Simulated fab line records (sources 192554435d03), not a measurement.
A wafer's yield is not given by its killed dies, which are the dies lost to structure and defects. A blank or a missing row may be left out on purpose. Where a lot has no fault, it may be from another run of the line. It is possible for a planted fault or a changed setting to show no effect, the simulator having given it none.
Chamber matching    flow n5_finfet    3 sister chambers for N5_BEOL_M9_ILD_DEP_00 on pecvd-02
The step deposits SiCOH lowk from DEMS/porogen, target thk 308.51 nm, time 58 s. 22 wafers are shown with their chamber, then 11 later ones without.

== WAFERS WITH THEIR CHAMBER ==
wafer   chamber  throttle_valve_pct (%)  heater_power_w (W)  showerhead_plenum_p_Torr (Torr)
L076.3  1        13.7                    262                 5.760
L076.4  1        13.6                    276                 5.759
L076.6  0        14.8                    363                 5.742
L080.1  1        13.7                    263                 5.746
L080.4  2        13.6                    400                 5.724
L080.6  1        13.8                    271                 5.754
L081.1  0        14.7                    310                 5.748
L081.2  1        13.6                    241                 5.760
L081.5  0        14.8                    321                 5.753
L082.1  0        14.6                    362                 5.748
L082.4  2        13.3                    394                 5.735
L082.5  1        13.5                    299                 5.760
L086.1  2        13.7                    371                 5.735
L086.2  0        14.9                    363                 5.739
L086.4  0        14.9                    373                 5.752
L084.1  1        13.7                    247                 5.761
L084.5  0        14.9                    335                 5.744
L084.6  2        13.4                    332                 5.738
L090.2  0        15.1                    373                 5.743
L090.3  2        13.8                    394                 5.721
L090.4  2        13.8                    407                 5.736
L089.3  1        13.5                    238                 5.757

SIGNATURES (means of the wafers above)
reading                   chamber 0  chamber 1  chamber 2  scatter within a chamber
throttle_valve_pct        14.838     13.637     13.600     0.155
heater_power_w            350.00     262.12     383.00     24
showerhead_plenum_p_Torr  5.74613    5.75713    5.73150    0.00563
Rule: for a wafer and a chamber, the distance is found by dividing, reading by reading, the gap between the wafer's reading and the chamber's mean by the reading's scatter, squaring, summing and taking the root. The wafer belongs to the nearest chamber; if the next one is less than 2 further off, it can't be placed. How the scatter is found: for the shown wafers, subtract from each reading the mean of its chamber, square and add these, divide the total by (wafers less chambers), then take the root.

== WAFERS WITHOUT THEIR CHAMBER ==
wafer   throttle_valve_pct (%)  heater_power_w (W)  showerhead_plenum_p_Torr (Torr)
L089.4  13.6                    363                 5.743
L089.5  13.6                    377                 5.728
L091.1  13.4                    233                 5.750
L091.3  13.8                    379                 5.739
L091.4  14.6                    348                 5.741
L096.1  14.8                    361                 5.740
L096.2  13.5                    294                 5.759
L096.4  13.5                    404                 5.740
L095.2  13.7                    414                 5.751
L095.4  13.6                    328                 5.728
L095.5  14.8                    360                 5.739

== WHICH CHAMBER EACH WENT THROUGH ==
wafer   from the rows above  in truth
L089.4  2                    2
L089.5  2                    2
L091.1  1                    1
L091.3  2                    2
L091.4  0                    0
L096.1  0                    0
L096.2  1                    1
L096.4  2                    2
L095.2  2                    2
L095.4  2                    2
L095.5  0                    0
Correctly placed: 11 of 11. Number that these rows cannot place: 0. Wrongly placed: 0.
